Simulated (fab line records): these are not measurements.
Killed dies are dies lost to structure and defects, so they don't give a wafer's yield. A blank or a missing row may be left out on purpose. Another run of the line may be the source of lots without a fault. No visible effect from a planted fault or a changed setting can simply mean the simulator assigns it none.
The same fault as seen by 2 desks -- flow n5_finfet -- what lay behind the numbers comes last; until then each desk has only its own

FROM THE METROLOGY DESK
Means of the sampled wafers that have a number, per lot and without regard to the tool the lot ran on: this is what the gauges read. If a lot's mean is further than 4 standard deviations from the usual mean, the lot is out of limits and carries the mark OUT (the distance appears in the brackets). Of its 10 readings 7 are shown: those that lie furthest out on some lot.
Columns: A = DIBL_N at N5_BEOL_M4_RC_MEAS_101, usual 36.1 mV/V; B = DIBL_P at N5_BEOL_M4_RC_MEAS_101, usual 36 mV/V; C = IOFF_P at N5_BEOL_M4_RC_MEAS_101, usual 0.21 nA/um; D = ION_P at N5_BEOL_M4_RC_MEAS_101, usual 462 uA/um; E = SS_P at N5_BEOL_M4_RC_MEAS_101, usual 73.2 mV/dec; F = VT_N at N5_BEOL_M4_RC_MEAS_101, usual 249 mV; G = VT_P at N5_BEOL_M4_RC_MEAS_101, usual -250 mV
lot,first seen here,A,B,C,D,E,F,G
L780,day 12 16:43,34.2,33,0.17,459,72.4,250,-252
L792,day 14 17:26,37.2,37,0.22,463,73.6,247,-251
L789,day 15 09:07,35.4,35,0.21,461,73.6,248,-249
L797,day 17 05:08,35.9,38,0.26,469,73.4,246,-246
Finding of this desk: none of the 4 lots has anything out of limits.

TOOL OWNER'S DESK, litho_track-04
The tool's own readings at N5_BEOL_M2_COAT_68 (time 60 s, resist thk 12 nm): means of the sampled wafers that have a number, for each lot that ran on this tool. If a lot's mean is further than 4 standard deviations from the usual mean, the lot is out of limits and carries the mark OUT (the distance appears in the brackets).
Columns: A = spin_speed_rpm at N5_BEOL_M2_COAT_68, usual 1500.1 rpm
lot,first seen here,A
L780,day 8 23:12,1499.2
L789,day 10 16:40,1590.8 (+94) OUT
L792,day 11 05:20,1591.6 (+95) OUT
Finding of this desk: L789, L792 out of limits; the first was L789 at day 10 16:40, on spin_speed_rpm at N5_BEOL_M2_COAT_68. L780 stayed within limits.

BROUGHT TOGETHER
At day 10 16:40, on L789, L792, the tool owner's desk was in a position to raise an alarm.
Nothing out of limits was seen by the metrology desk.
The metrology desk has L789, L792 on record, within its limits.
Of the lots named, all ran N5_BEOL_M2_COAT_68 on litho_track-04.

WHAT THE SIMULATOR PUT IN
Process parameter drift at N5_BEOL_M2_COAT_68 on litho_track-04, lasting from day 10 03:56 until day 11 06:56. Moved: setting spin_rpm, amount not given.
Shown lots that were struck: L789, L792.
Delay in hours, fault start to first out-of-limits reading, by desk: the tool owner's desk at 13.
